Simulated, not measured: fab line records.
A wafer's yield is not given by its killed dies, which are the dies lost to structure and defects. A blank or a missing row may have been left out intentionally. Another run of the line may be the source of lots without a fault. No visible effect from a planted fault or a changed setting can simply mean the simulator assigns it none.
Struck lot and sound lot, side by side / flow n5 finfet / 16 steps out of a route of 1938
Sound: wafers L247.3, L247.5, L247.6. Struck: wafers L238.1, L238.2, L238.4. At the end, the cause is stated.
For every step that has rows: the tool of each side, followed by ch and its chambers, followed by its first start. Under that, the readings that differ: sound wafers / struck wafers / difference of the means / sigmas: that difference in standard deviations of wafers without a fault.
alike: readings with means less than 2 such deviations apart, plus words and numbers identical on both sides. not compared: withheld readings, readings lacking a value on some wafer, bounds such as >300 that could conceal the same value, and numbers that have no deviation in the record and whose values overlap.
Wherever a step has rows on one side only, a row that says differs or no value, or a row with sigmas, the two part there. Numbers that don't overlap but have no deviation are shown without sigmas and don't part them. Lack of a reading on every wafer of one side parts them only where that side has two or more wafers.

first, 4 steps without rows for these wafers: N5_BEOL_M3_HM_STRIP_39 (strips TiN in peroxide tin strip, target depth 25 nm, time 158 s); N5_BEOL_M3_SRD_40 (time 30 s); N5_BEOL_M3_PRECLEAN_42 (cleans in residue remover, time 60 s); N5_BEOL_M3_SRD_43 (time 30 s).
N5_BEOL_M3_CD_MEAS_35: target cd 18 nm, target cd y 21 nm.
  sound on cd sem-01, day 12 07:10; struck on cd sem-01, day 9 14:41
  alike: cd nm
N5_BEOL_M3_DEGAS_44: time 60 s.
  sound on pvd sputter-02, day 12 07:34; struck on pvd sputter-01, day 9 14:44
  alike: heater power w
N5_BEOL_M3_PRE_CLEAN_45: time 30 s.
  sound on pvd sputter-02, day 12 07:37; struck on pvd sputter-01, day 9 14:46
  alike: heater power w
N5_BEOL_M3_ALD_84: deposits TaN, pulse time 2 s, purge time 3 s, co reactant purge time 2 s.
  sound on ald metal-01 ch 0,1,2, day 12 07:41; struck on ald metal-03 ch 1,2,3, day 9 14:52
  alike: heater power w
then, 2 steps without rows for these wafers: N5_BEOL_M3_SURFACE_TREAT_85; N5_BEOL_M3_CVD_47 (deposits Co from CCTBA/H2, target thk 3 nm, time 223.8 s).
N5_BEOL_M3_SPUTTER_48: material Cu, target thk 4.5 nm, time 8.29 s.
  sound on pvd sputter-01, day 12 08:37; struck on pvd sputter-02, day 9 15:29
  alike: chamber pressure pa, chuck gas flow sccm, throttle valve pct
then, 1 step without rows for these wafers: N5_BEOL_M3_ANNEAL_49 (time 240 s).
N5_BEOL_M3_SPUTTER_79: material Cu, target thk 4.5 nm, time 8.29 s.
  sound on pvd sputter-01, day 12 08:50; struck on pvd sputter-02, day 9 15:43
  no value came back on the struck wafers for chamber pressure pa (Pa), chuck gas flow sccm (sccm), throttle valve pct (%), time s (s); on the sound wafers chamber pressure pa (Pa) reads 0.06996 0.06999 0.07003
N5_BEOL_M3_ANNEAL_80: time 240 s.
  sound on pvd sputter-01, day 12 08:55; struck on pvd sputter-02, day 9 15:47
  alike: heater power w
N5_BEOL_M4_RC_MEAS_101:
  sound on prober-01 ch 0, day 12 21:13; struck on prober-01 ch 0, day 10 06:07
  alike: DIBL_N, DIBL_P, IOFF_N, IOFF_P, ION_N, ION_P, SS_N, SS_P, VT_N, VT_P
-- a jump in the record: the struck wafers' starts before and after are 5 days apart (it breaks off in module BEOL_M4 and resumes in module PASSIVATION, where the first step shown is number 1936 of the route) --
N5_PASSIVATION_PROBE_49:
  record: rows for the struck wafers here (prober-02, day 14 21:32), none for the sound ones

## WHERE THEY PART
First at N5_BEOL_M3_SPUTTER_79; last, within this record, at N5_PASSIVATION_PROBE_49.

WHY: whatever the simulator had introduced
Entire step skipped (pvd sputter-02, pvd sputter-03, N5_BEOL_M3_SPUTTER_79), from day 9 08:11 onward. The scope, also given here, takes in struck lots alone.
